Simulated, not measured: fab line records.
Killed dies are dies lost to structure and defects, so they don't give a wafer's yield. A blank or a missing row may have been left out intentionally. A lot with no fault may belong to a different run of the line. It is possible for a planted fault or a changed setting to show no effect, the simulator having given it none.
A single fault, viewed from 2 desks :: flow nandHarc :: numbers are kept per desk, each desk with only its own; the story behind them comes last

## METROLOGY DESK
Means of the sampled wafers that have a number, per lot and without regard to the tool the lot ran on: this is what the gauges read. Marked OUT: a lot whose mean sits more than 4 standard deviations from the usual mean, which makes it out of limits; the brackets give that distance.
Columns: A = thkNm at NHARC_THIN_TSV_THK_MEAS_02, usual 2961 nm
lot: L364
first seen here: day 18 19:51
A: 2975

lot: L365
first seen here: day 19 01:29
A: 2969

lot: L363
first seen here: day 19 02:41
A: 2749

lot: L372
first seen here: day 20 20:33
A: 3226

lot: L371
first seen here: day 21 09:19
A: 2797

lot: L374
first seen here: day 21 16:25
A: 2993

lot: L379
first seen here: day 22 16:57
A: 2806

lot: L378
first seen here: day 23 03:08
A: 2985

lot: L381
first seen here: day 23 12:25
A: 2885

lot: L383
first seen here: day 23 19:27
A: 2989

lot: L384
first seen here: day 24 01:03
A: 2905

lot: L385
first seen here: day 24 09:49
A: 3070
This desk found nothing out of limits on any of the 12 lots.

## TOOL OWNER'S DESK, rieDiel-12
The tool's own readings at NHARC_THIN_TSV_ETCHBACK_48 (etches the open film in C4F8/Ar, target depth 1028.5 nm, time 405.17 s): means of the sampled wafers that have a number, for each lot that ran on this tool. Marked OUT: a lot whose mean sits more than 4 standard deviations from the usual mean, which makes it out of limits; the brackets give that distance.
Columns: A = oesProductAu at NHARC_THIN_TSV_ETCHBACK_48, usual 0.94 a.u.; B = rfVppV at NHARC_THIN_TSV_ETCHBACK_48, usual 547 V
lot: L364
first seen here: day 18 23:16
A: 1.00
B: 548

lot: L365
first seen here: day 19 04:48
A: 0.93
B: 549

lot: L372
first seen here: day 20 23:52
A: 0.92
B: 549

lot: L374
first seen here: day 21 19:43
A: 0.92
B: 548
This desk found nothing out of limits on any of the 4 lots.

## TAKEN TOGETHER
At the metrology desk, nothing out of limits was observed.
The desk of the tool owner found nothing out of limits.

## WHAT THE SIMULATOR HAD INSERTED
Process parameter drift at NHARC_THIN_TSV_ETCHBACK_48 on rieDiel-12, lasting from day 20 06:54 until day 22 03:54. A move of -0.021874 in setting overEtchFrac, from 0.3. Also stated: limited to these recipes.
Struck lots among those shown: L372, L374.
